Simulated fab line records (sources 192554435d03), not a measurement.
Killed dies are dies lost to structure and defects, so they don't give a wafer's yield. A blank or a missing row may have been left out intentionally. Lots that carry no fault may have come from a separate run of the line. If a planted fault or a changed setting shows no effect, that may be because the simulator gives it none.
Which of the tools did it? / flow n5Finfet / 24 lots with 72 wafers sampled at 6 steps, on a route of 1938 steps

== WHAT EACH GAUGE READ, for each wafer ==
N5_BEOL_M2_THK_MEAS_53: measures by xrf.
lot=L074; measured=day 8 00:47; on=filmMetro-01; M2_THK (nm)=40.1 39.2 38.6
lot=L075; measured=day 8 02:01; on=filmMetro-01; M2_THK (nm)=43.0 42.7 42.7
lot=L076; measured=day 8 05:14; on=filmMetro-01; M2_THK (nm)=42.7 40.5 39.7
lot=L077; measured=day 8 08:19; on=filmMetro-02; M2_THK (nm)=39.2 37.7 41.1
lot=L078; measured=day 8 11:05; on=filmMetro-01; M2_THK (nm)=41.8 41.2 41.1
lot=L079; measured=day 8 13:16; on=filmMetro-01; M2_THK (nm)=41.0 40.5 41.5
lot=L080; measured=day 8 13:55; on=filmMetro-02; M2_THK (nm)=41.4 39.9 38.6
lot=L081; measured=day 8 17:08; on=filmMetro-01; M2_THK (nm)=38.0 39.3 38.4
lot=L082; measured=day 8 19:11; on=filmMetro-01; M2_THK (nm)=38.6 38.1 41.6
lot=L083; measured=day 9 02:03; on=filmMetro-01; M2_THK (nm)=38.8 39.8 40.4
lot=L085; measured=day 10 10:31; on=filmMetro-02; M2_THK (nm)=40.5 40.7 41.8
lot=L084; measured=day 10 14:19; on=filmMetro-01; M2_THK (nm)=41.0 42.8 42.7
lot=L086; measured=day 10 16:55; on=filmMetro-02; M2_THK (nm)=40.7 41.8 41.6
lot=L087; measured=day 10 20:19; on=filmMetro-01; M2_THK (nm)=41.6 44.0 42.1
lot=L088; measured=day 10 20:32; on=filmMetro-02; M2_THK (nm)=43.1 38.8 40.4
lot=L089; measured=day 10 22:34; on=filmMetro-01; M2_THK (nm)=43.1 41.5 43.1
lot=L091; measured=day 11 04:39; on=filmMetro-01; M2_THK (nm)=42.5 39.2 41.5
lot=L090; measured=day 11 04:41; on=filmMetro-02; M2_THK (nm)=42.4 41.2 42.1
lot=L093; measured=day 11 13:26; on=filmMetro-01; M2_THK (nm)=42.0 40.2 43.2
lot=L092; measured=day 11 13:36; on=filmMetro-02; M2_THK (nm)=39.5 37.0 38.7
lot=L094; measured=day 12 13:49; on=filmMetro-02; M2_THK (nm)=41.0 42.6 42.7
lot=L095; measured=day 12 21:45; on=filmMetro-02; M2_THK (nm)=40.0 39.9 40.1
lot=L097; measured=day 13 01:47; on=filmMetro-02; M2_THK (nm)=39.8 39.4 38.6
lot=L096; measured=day 13 11:36; on=filmMetro-02; M2_THK (nm)=40.6 40.9 39.6

N5_BEOL_M3_CD_MEAS_28: target cd 25.7 nm, target cd y 23.3 nm.
lot=L074; measured=day 8 04:55; on=cdSem-03; cdNm (nm)=26.03 25.84 25.32
lot=L075; measured=day 8 05:05; on=cdSem-03; cdNm (nm)=25.79 25.58 25.91
lot=L076; measured=day 8 08:00; on=cdSem-02; cdNm (nm)=25.92 25.98 26.17
lot=L077; measured=day 8 11:36; on=cdSem-03; cdNm (nm)=25.85 25.92 25.35
lot=L078; measured=day 8 16:28; on=cdSem-03; cdNm (nm)=25.99 25.73 25.80
lot=L079; measured=day 8 17:07; on=cdSem-03; cdNm (nm)=25.99 25.96 26.23
lot=L080; measured=day 8 17:23; on=cdSem-03; cdNm (nm)=25.68 25.88 25.87
lot=L081; measured=day 8 20:05; on=cdSem-02; cdNm (nm)=25.44 25.72 25.39
lot=L082; measured=day 8 21:09; on=cdSem-01; cdNm (nm)=25.64 25.75 26.04
lot=L083; measured=day 9 04:24; on=cdSem-01; cdNm (nm)=25.49 25.77 26.49
lot=L085; measured=day 10 14:35; on=cdSem-02; cdNm (nm)=25.68 25.69 25.40
lot=L084; measured=day 10 17:45; on=cdSem-02; cdNm (nm)=25.69 25.69 25.22
lot=L086; measured=day 10 19:11; on=cdSem-01; cdNm (nm)=25.43 25.64 25.45
lot=L087; measured=day 10 22:50; on=cdSem-01; cdNm (nm)=25.96 25.98 25.74
lot=L088; measured=day 10 23:10; on=cdSem-02; cdNm (nm)=25.73 25.70 25.67
lot=L089; measured=day 11 02:14; on=cdSem-01; cdNm (nm)=25.80 25.81 25.57
lot=L091; measured=day 11 07:55; on=cdSem-03; cdNm (nm)=25.95 25.68 25.59
lot=L090; measured=day 11 08:04; on=cdSem-01; cdNm (nm)=25.46 25.96 25.68
lot=L093; measured=day 11 16:47; on=cdSem-03; cdNm (nm)=25.83 26.00 25.51
lot=L092; measured=day 11 17:09; on=cdSem-02; cdNm (nm)=25.70 25.55 25.53
lot=L094; measured=day 12 16:56; on=cdSem-01; cdNm (nm)=25.70 25.58 26.09
lot=L095; measured=day 13 01:49; on=cdSem-02; cdNm (nm)=26.02 25.84 25.77
lot=L097; measured=day 13 06:11; on=cdSem-03; cdNm (nm)=25.50 25.71 25.39
lot=L096; measured=day 13 14:46; on=cdSem-01; cdNm (nm)=25.98 25.50 26.06

== EACH LOT AND THE TOOL THAT RAN IT (in order: tool; ch and the chambers of the sampled wafers; start) ==
lot=L074; N5_BEOL_M2_SPUTTER_81=pvdSputter-03, day 7 22:20; N5_BEOL_M2_ANNEAL_89=pvdSputter-03, day 7 22:52; N5_BEOL_M2_SPUTTER_92=pvdSputter-03, day 7 23:13; N5_BEOL_M2_SPUTTER_94=pvdSputter-03, day 7 23:26
lot=L075; N5_BEOL_M2_SPUTTER_81=pvdSputter-02, day 7 23:54; N5_BEOL_M2_ANNEAL_89=pvdSputter-02, day 8 00:25; N5_BEOL_M2_SPUTTER_92=pvdSputter-02, day 8 00:47; N5_BEOL_M2_SPUTTER_94=pvdSputter-02, day 8 01:00
lot=L076; N5_BEOL_M2_SPUTTER_81=pvdSputter-03, day 8 03:07; N5_BEOL_M2_ANNEAL_89=pvdSputter-03, day 8 03:38; N5_BEOL_M2_SPUTTER_92=pvdSputter-03, day 8 04:00; N5_BEOL_M2_SPUTTER_94=pvdSputter-03, day 8 04:13
lot=L077; N5_BEOL_M2_SPUTTER_81=pvdSputter-01, day 8 06:05; N5_BEOL_M2_ANNEAL_89=pvdSputter-01, day 8 06:37; N5_BEOL_M2_SPUTTER_92=pvdSputter-01, day 8 06:58; N5_BEOL_M2_SPUTTER_94=pvdSputter-01, day 8 07:11
lot=L078; N5_BEOL_M2_SPUTTER_81=pvdSputter-02, day 8 08:59; N5_BEOL_M2_ANNEAL_89=pvdSputter-02, day 8 09:30; N5_BEOL_M2_SPUTTER_92=pvdSputter-02, day 8 09:52; N5_BEOL_M2_SPUTTER_94=pvdSputter-02, day 8 10:05
lot=L079; N5_BEOL_M2_SPUTTER_81=pvdSputter-01, day 8 11:09; N5_BEOL_M2_ANNEAL_89=pvdSputter-01, day 8 11:40; N5_BEOL_M2_SPUTTER_92=pvdSputter-01, day 8 12:02; N5_BEOL_M2_SPUTTER_94=pvdSputter-01, day 8 12:15
lot=L080; N5_BEOL_M2_SPUTTER_81=pvdSputter-03, day 8 11:48; N5_BEOL_M2_ANNEAL_89=pvdSputter-03, day 8 12:19; N5_BEOL_M2_SPUTTER_92=pvdSputter-03, day 8 12:41; N5_BEOL_M2_SPUTTER_94=pvdSputter-03, day 8 12:54
lot=L081; N5_BEOL_M2_SPUTTER_81=pvdSputter-01, day 8 14:57; N5_BEOL_M2_ANNEAL_89=pvdSputter-01, day 8 15:28; N5_BEOL_M2_SPUTTER_92=pvdSputter-01, day 8 15:50; N5_BEOL_M2_SPUTTER_94=pvdSputter-01, day 8 16:03
lot=L082; N5_BEOL_M2_SPUTTER_81=pvdSputter-02, day 8 17:05; N5_BEOL_M2_ANNEAL_89=pvdSputter-02, day 8 17:36; N5_BEOL_M2_SPUTTER_92=pvdSputter-02, day 8 17:58; N5_BEOL_M2_SPUTTER_94=pvdSputter-02, day 8 18:11
lot=L083; N5_BEOL_M2_SPUTTER_81=pvdSputter-03, day 8 23:22; N5_BEOL_M2_ANNEAL_89=pvdSputter-03, day 8 23:53; N5_BEOL_M2_SPUTTER_92=pvdSputter-03, day 9 00:15; N5_BEOL_M2_SPUTTER_94=pvdSputter-03, day 9 00:28
lot=L085; N5_BEOL_M2_SPUTTER_81=pvdSputter-02, day 10 08:24; N5_BEOL_M2_ANNEAL_89=pvdSputter-02, day 10 08:55; N5_BEOL_M2_SPUTTER_92=pvdSputter-02, day 10 09:17; N5_BEOL_M2_SPUTTER_94=pvdSputter-02, day 10 09:30
lot=L084; N5_BEOL_M2_SPUTTER_81=pvdSputter-01, day 10 12:12; N5_BEOL_M2_ANNEAL_89=pvdSputter-01, day 10 12:43; N5_BEOL_M2_SPUTTER_92=pvdSputter-01, day 10 13:05; N5_BEOL_M2_SPUTTER_94=pvdSputter-01, day 10 13:18
lot=L086; N5_BEOL_M2_SPUTTER_81=pvdSputter-02, day 10 14:38; N5_BEOL_M2_ANNEAL_89=pvdSputter-02, day 10 15:10; N5_BEOL_M2_SPUTTER_92=pvdSputter-02, day 10 15:31; N5_BEOL_M2_SPUTTER_94=pvdSputter-02, day 10 15:44
lot=L087; N5_BEOL_M2_SPUTTER_81=pvdSputter-01, day 10 18:07; N5_BEOL_M2_ANNEAL_89=pvdSputter-01, day 10 18:38; N5_BEOL_M2_SPUTTER_92=pvdSputter-01, day 10 18:59; N5_BEOL_M2_SPUTTER_94=pvdSputter-01, day 10 19:13
lot=L088; N5_BEOL_M2_SPUTTER_81=pvdSputter-02, day 10 18:20; N5_BEOL_M2_ANNEAL_89=pvdSputter-02, day 10 18:52; N5_BEOL_M2_SPUTTER_92=pvdSputter-02, day 10 19:13; N5_BEOL_M2_SPUTTER_94=pvdSputter-02, day 10 19:26
lot=L089; N5_BEOL_M2_SPUTTER_81=pvdSputter-03, day 10 20:08; N5_BEOL_M2_ANNEAL_89=pvdSputter-03, day 10 20:40; N5_BEOL_M2_SPUTTER_92=pvdSputter-03, day 10 21:01; N5_BEOL_M2_SPUTTER_94=pvdSputter-03, day 10 21:14
lot=L091; N5_BEOL_M2_SPUTTER_81=pvdSputter-01, day 11 02:32; N5_BEOL_M2_ANNEAL_89=pvdSputter-01, day 11 03:04; N5_BEOL_M2_SPUTTER_92=pvdSputter-01, day 11 03:25; N5_BEOL_M2_SPUTTER_94=pvdSputter-01, day 11 03:38
lot=L090; N5_BEOL_M2_SPUTTER_81=pvdSputter-02, day 11 02:34; N5_BEOL_M2_ANNEAL_89=pvdSputter-02, day 11 03:05; N5_BEOL_M2_SPUTTER_92=pvdSputter-02, day 11 03:26; N5_BEOL_M2_SPUTTER_94=pvdSputter-02, day 11 03:40
lot=L093; N5_BEOL_M2_SPUTTER_81=pvdSputter-03, day 11 11:19; N5_BEOL_M2_ANNEAL_89=pvdSputter-03, day 11 11:50; N5_BEOL_M2_SPUTTER_92=pvdSputter-03, day 11 12:12; N5_BEOL_M2_SPUTTER_94=pvdSputter-03, day 11 12:25
lot=L092; N5_BEOL_M2_SPUTTER_81=pvdSputter-01, day 11 11:29; N5_BEOL_M2_ANNEAL_89=pvdSputter-01, day 11 12:01; N5_BEOL_M2_SPUTTER_92=pvdSputter-01, day 11 12:22; N5_BEOL_M2_SPUTTER_94=pvdSputter-01, day 11 12:35
lot=L094; N5_BEOL_M2_SPUTTER_81=pvdSputter-02, day 12 11:42; N5_BEOL_M2_ANNEAL_89=pvdSputter-02, day 12 12:13; N5_BEOL_M2_SPUTTER_92=pvdSputter-02, day 12 12:35; N5_BEOL_M2_SPUTTER_94=pvdSputter-02, day 12 12:48
lot=L095; N5_BEOL_M2_SPUTTER_81=pvdSputter-01, day 12 19:21; N5_BEOL_M2_ANNEAL_89=pvdSputter-01, day 12 19:52; N5_BEOL_M2_SPUTTER_92=pvdSputter-01, day 12 20:14; N5_BEOL_M2_SPUTTER_94=pvdSputter-01, day 12 20:27
lot=L097; N5_BEOL_M2_SPUTTER_81=pvdSputter-03, day 12 23:41; N5_BEOL_M2_ANNEAL_89=pvdSputter-03, day 13 00:12; N5_BEOL_M2_SPUTTER_92=pvdSputter-03, day 13 00:34; N5_BEOL_M2_SPUTTER_94=pvdSputter-03, day 13 00:47
lot=L096; N5_BEOL_M2_SPUTTER_81=pvdSputter-01, day 13 09:29; N5_BEOL_M2_ANNEAL_89=pvdSputter-01, day 13 10:01; N5_BEOL_M2_SPUTTER_92=pvdSputter-01, day 13 10:22; N5_BEOL_M2_SPUTTER_94=pvdSputter-01, day 13 10:35
- N5_BEOL_M2_SPUTTER_81: material Cu, target thk 4.5 nm, time 8.29 s.
- N5_BEOL_M2_ANNEAL_89: time 240 s.
- N5_BEOL_M2_SPUTTER_92: material Cu, target thk 4.5 nm, time 8.29 s.
- N5_BEOL_M2_SPUTTER_94: material Cu, target thk 4.5 nm, time 8.29 s.

== AS READ BY THE TOOLS THEMSELVES (means over the sampled wafers that have a number; for cases with no such wafer, the mark the record gives instead) ==
N5_BEOL_M2_SPUTTER_81.
lot=L074; tool=pvdSputter-03; substrateTempC (C)=-19.98; throttleValvePct (%)=31.4
lot=L075; tool=pvdSputter-02; substrateTempC (C)=-19.97; throttleValvePct (%)=30.8
lot=L076; tool=pvdSputter-03; substrateTempC (C)=-20.02; throttleValvePct (%)=31.0
lot=L077; tool=pvdSputter-01; substrateTempC (C)=-20.03; throttleValvePct (%)=29.9
lot=L078; tool=pvdSputter-02; substrateTempC (C)=-20.01; throttleValvePct (%)=31.6
lot=L079; tool=pvdSputter-01; substrateTempC (C)=-20.06; throttleValvePct (%)=30.3
lot=L080; tool=pvdSputter-03; substrateTempC (C)=-20.03; throttleValvePct (%)=31.4
lot=L081; tool=pvdSputter-01; substrateTempC (C)=-20.01; throttleValvePct (%)=29.9
lot=L082; tool=pvdSputter-02; substrateTempC (C)=-19.93; throttleValvePct (%)=30.9
lot=L083; tool=pvdSputter-03; substrateTempC (C)=-20.02; throttleValvePct (%)=31.4
lot=L085; tool=pvdSputter-02; substrateTempC (C)=-20.13; throttleValvePct (%)=30.7
lot=L084; tool=pvdSputter-01; substrateTempC (C)=-19.96; throttleValvePct (%)=29.9
lot=L086; tool=pvdSputter-02; substrateTempC (C)=-20.10; throttleValvePct (%)=30.5
lot=L087; tool=pvdSputter-01; substrateTempC (C)=-20.03; throttleValvePct (%)=29.9
lot=L088; tool=pvdSputter-02; substrateTempC (C)=-20.00; throttleValvePct (%)=31.5
lot=L089; tool=pvdSputter-03; substrateTempC (C)=-19.95; throttleValvePct (%)=30.9
lot=L091; tool=pvdSputter-01; substrateTempC (C)=-20.00; throttleValvePct (%)=30.0
lot=L090; tool=pvdSputter-02; substrateTempC (C)=-19.91; throttleValvePct (%)=30.6
lot=L093; tool=pvdSputter-03; substrateTempC (C)=-20.00; throttleValvePct (%)=31.7
lot=L092; tool=pvdSputter-01; substrateTempC (C)=-19.90; throttleValvePct (%)=30.1
lot=L094; tool=pvdSputter-02; substrateTempC (C)=-20.10; throttleValvePct (%)=31.6
lot=L095; tool=pvdSputter-01; substrateTempC (C)=-20.12; throttleValvePct (%)=29.8
lot=L097; tool=pvdSputter-03; substrateTempC (C)=-20.05; throttleValvePct (%)=31.3
lot=L096; tool=pvdSputter-01; substrateTempC (C)=-19.88; throttleValvePct (%)=30.2

N5_BEOL_M2_ANNEAL_89.
lot=L074; tool=pvdSputter-03; heaterPowerW (W)=806
lot=L075; tool=pvdSputter-02; heaterPowerW (W)=732
lot=L076; tool=pvdSputter-03; heaterPowerW (W)=785
lot=L077; tool=pvdSputter-01; heaterPowerW (W)=789
lot=L078; tool=pvdSputter-02; heaterPowerW (W)=776
lot=L079; tool=pvdSputter-01; heaterPowerW (W)=813
lot=L080; tool=pvdSputter-03; heaterPowerW (W)=814
lot=L081; tool=pvdSputter-01; heaterPowerW (W)=814
lot=L082; tool=pvdSputter-02; heaterPowerW (W)=738
lot=L083; tool=pvdSputter-03; heaterPowerW (W)=801
lot=L085; tool=pvdSputter-02; heaterPowerW (W)=757
lot=L084; tool=pvdSputter-01; heaterPowerW (W)=853
lot=L086; tool=pvdSputter-02; heaterPowerW (W)=768
lot=L087; tool=pvdSputter-01; heaterPowerW (W)=830
lot=L088; tool=pvdSputter-02; heaterPowerW (W)=799
lot=L089; tool=pvdSputter-03; heaterPowerW (W)=785
lot=L091; tool=pvdSputter-01; heaterPowerW (W)=816
lot=L090; tool=pvdSputter-02; heaterPowerW (W)=775
lot=L093; tool=pvdSputter-03; heaterPowerW (W)=832
lot=L092; tool=pvdSputter-01; heaterPowerW (W)=789
lot=L094; tool=pvdSputter-02; heaterPowerW (W)=755
lot=L095; tool=pvdSputter-01; heaterPowerW (W)=824
lot=L097; tool=pvdSputter-03; heaterPowerW (W)=825
lot=L096; tool=pvdSputter-01; heaterPowerW (W)=815

N5_BEOL_M2_SPUTTER_92.
lot=L074; tool=pvdSputter-03; substrateTempC (C)=-20.03; throttleValvePct (%)=31.5
lot=L075; tool=pvdSputter-02; substrateTempC (C)=-20.01; throttleValvePct (%)=30.9
lot=L076; tool=pvdSputter-03; substrateTempC (C)=-19.94; throttleValvePct (%)=31.0
lot=L077; tool=pvdSputter-01; substrateTempC (C)=-19.96; throttleValvePct (%)=30.1
lot=L078; tool=pvdSputter-02; substrateTempC (C)=-20.09; throttleValvePct (%)=31.6
lot=L079; tool=pvdSputter-01; substrateTempC (C)=-20.01; throttleValvePct (%)=30.2
lot=L080; tool=pvdSputter-03; substrateTempC (C)=-20.03; throttleValvePct (%)=31.4
lot=L081; tool=pvdSputter-01; substrateTempC (C)=-19.88; throttleValvePct (%)=30.0
lot=L082; tool=pvdSputter-02; substrateTempC (C)=-19.91; throttleValvePct (%)=30.8
lot=L083; tool=pvdSputter-03; substrateTempC (C)=-20.01; throttleValvePct (%)=31.4
lot=L085; tool=pvdSputter-02; substrateTempC (C)=-19.88; throttleValvePct (%)=30.5
lot=L084; tool=pvdSputter-01; substrateTempC (C)=-20.10; throttleValvePct (%)=30.0
lot=L086; tool=pvdSputter-02; substrateTempC (C)=-20.01; throttleValvePct (%)=30.6
lot=L087; tool=pvdSputter-01; substrateTempC (C)=-19.96; throttleValvePct (%)=29.9
lot=L088; tool=pvdSputter-02; substrateTempC (C)=-20.00; throttleValvePct (%)=31.5
lot=L089; tool=pvdSputter-03; substrateTempC (C)=-20.03; throttleValvePct (%)=31.0
lot=L091; tool=pvdSputter-01; substrateTempC (C)=-19.98; throttleValvePct (%)=29.9
lot=L090; tool=pvdSputter-02; substrateTempC (C)=-20.06; throttleValvePct (%)=30.7
lot=L093; tool=pvdSputter-03; substrateTempC (C)=-20.02; throttleValvePct (%)=31.7
lot=L092; tool=pvdSputter-01; substrateTempC (C)=-19.97; throttleValvePct (%)=30.2
lot=L094; tool=pvdSputter-02; substrateTempC (C)=-19.94; throttleValvePct (%)=31.5
lot=L095; tool=pvdSputter-01; substrateTempC (C)=-20.13; throttleValvePct (%)=30.0
lot=L097; tool=pvdSputter-03; substrateTempC (C)=-19.93; throttleValvePct (%)=31.3
lot=L096; tool=pvdSputter-01; substrateTempC (C)=-19.98; throttleValvePct (%)=30.0

N5_BEOL_M2_SPUTTER_94.
lot=L074; tool=pvdSputter-03; substrateTempC (C)=-20.03; throttleValvePct (%)=31.3
lot=L075; tool=pvdSputter-02; substrateTempC (C)=-20.04; throttleValvePct (%)=30.9
lot=L076; tool=pvdSputter-03; substrateTempC (C)=-19.93; throttleValvePct (%)=31.1
lot=L077; tool=pvdSputter-01; substrateTempC (C)=-19.82; throttleValvePct (%)=29.9
lot=L078; tool=pvdSputter-02; substrateTempC (C)=-19.95; throttleValvePct (%)=31.5
lot=L079; tool=pvdSputter-01; substrateTempC (C)=-19.84; throttleValvePct (%)=30.1
lot=L080; tool=pvdSputter-03; substrateTempC (C)=-20.03; throttleValvePct (%)=31.6
lot=L081; tool=pvdSputter-01; substrateTempC (C)=-20.02; throttleValvePct (%)=30.0
lot=L082; tool=pvdSputter-02; substrateTempC (C)=-20.08; throttleValvePct (%)=30.9
lot=L083; tool=pvdSputter-03; substrateTempC (C)=-19.93; throttleValvePct (%)=31.2
lot=L085; tool=pvdSputter-02; substrateTempC (C)=-19.87; throttleValvePct (%)=30.5
lot=L084; tool=pvdSputter-01; substrateTempC (C)=-19.92; throttleValvePct (%)=30.1
lot=L086; tool=pvdSputter-02; substrateTempC (C)=-19.95; throttleValvePct (%)=30.5
lot=L087; tool=pvdSputter-01; substrateTempC (C)=-20.09; throttleValvePct (%)=29.8
lot=L088; tool=pvdSputter-02; substrateTempC (C)=-20.03; throttleValvePct (%)=31.6
lot=L089; tool=pvdSputter-03; substrateTempC (C)=-19.95; throttleValvePct (%)=30.9
lot=L091; tool=pvdSputter-01; substrateTempC (C)=-19.92; throttleValvePct (%)=29.8
lot=L090; tool=pvdSputter-02; substrateTempC (C)=-20.05; throttleValvePct (%)=30.6
lot=L093; tool=pvdSputter-03; substrateTempC (C)=-20.20; throttleValvePct (%)=31.7
lot=L092; tool=pvdSputter-01; substrateTempC (C)=-19.92; throttleValvePct (%)=30.2
lot=L094; tool=pvdSputter-02; substrateTempC (C)=-20.08; throttleValvePct (%)=31.5
lot=L095; tool=pvdSputter-01; substrateTempC (C)=-19.97; throttleValvePct (%)=29.9
lot=L097; tool=pvdSputter-03; substrateTempC (C)=-19.99; throttleValvePct (%)=31.2
lot=L096; tool=pvdSputter-01; substrateTempC (C)=-19.98; throttleValvePct (%)=30.1

== THE ANSWER, worked out from the rows above alone ==
Rule: the usual values come from the lots themselves. The widest of any qualifying gaps counts: lots, ordered by their means at a reading, are off when they make up no more than a third of the lots, leave a main group of 4 or more, and stand apart from it by 3 or more times the standard deviation of that group's means. A main group is skipped when, at the precision printed for the reading in the tables above, its means are all equal. Also off: a lot with no number at a reading for which 4 or more lots have one. All remaining lots with rows at the step are treated as sound. Order of review: gauges by route order, followed by the tools' own readings, for which a lot's mean as printed above is used. The first step at which some lot is off is used, and at that step the reading that is off furthest; a lot without a number counts as furthest.
No lot is off on any of the readings shown, so nothing can be concluded from this.

== WHAT THE SIMULATOR PUT IN ==
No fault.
